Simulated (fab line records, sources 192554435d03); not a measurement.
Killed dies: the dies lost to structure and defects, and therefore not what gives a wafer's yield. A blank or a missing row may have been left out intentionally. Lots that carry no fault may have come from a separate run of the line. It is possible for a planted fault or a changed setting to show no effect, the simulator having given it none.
Matching of chambers -- flow n5-finfet -- cvd-co-01 running N5_BEOL_M1_PRE_CLEAN_60: 3 sister chambers
The step time 15 s. 3 wafers are shown with their chamber, then 8 later ones without.

WAFERS PAIRED WITH THEIR CHAMBERS
wafer,chamber,heater-power-w (W)
L081.4,0,82
L086.2,1,85
L092.2,2,93

WAFERS WITH NO CHAMBER GIVEN
wafer,heater-power-w (W)
L092.3,84
L092.6,82
L093.2,86
L093.3,95
L093.5,94
L094.1,85
L094.4,82
L094.5,84

EACH ONE'S CHAMBER
wafer,from the rows above,in truth
L092.3,can't be placed: 1 or 0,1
L092.6,0,0
L093.2,1,1
L093.3,2,2
L093.5,2,2
L094.1,1,1
L094.4,0,0
L094.5,can't be placed: 1 or 0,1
6 of 8 placed correctly. Can't be placed from these rows: 2 (the true chamber is among the candidates in 2). 0 placed wrongly.
How it was worked out, from the rows above alone: a wafer's distance from a chamber is the root of the sum, over the readings, of the square of ((its reading less the chamber's mean) divided by the reading's scatter). If the next closest chamber is less than 2 further off than the closest, the wafer can't be placed; otherwise it belongs to the closest. The mean given for a chamber averages the wafers shown for that chamber. The scatter (one wafer shown for each chamber): square how far every hidden wafer sits from the nearest shown wafer, average those squares and take the square root.
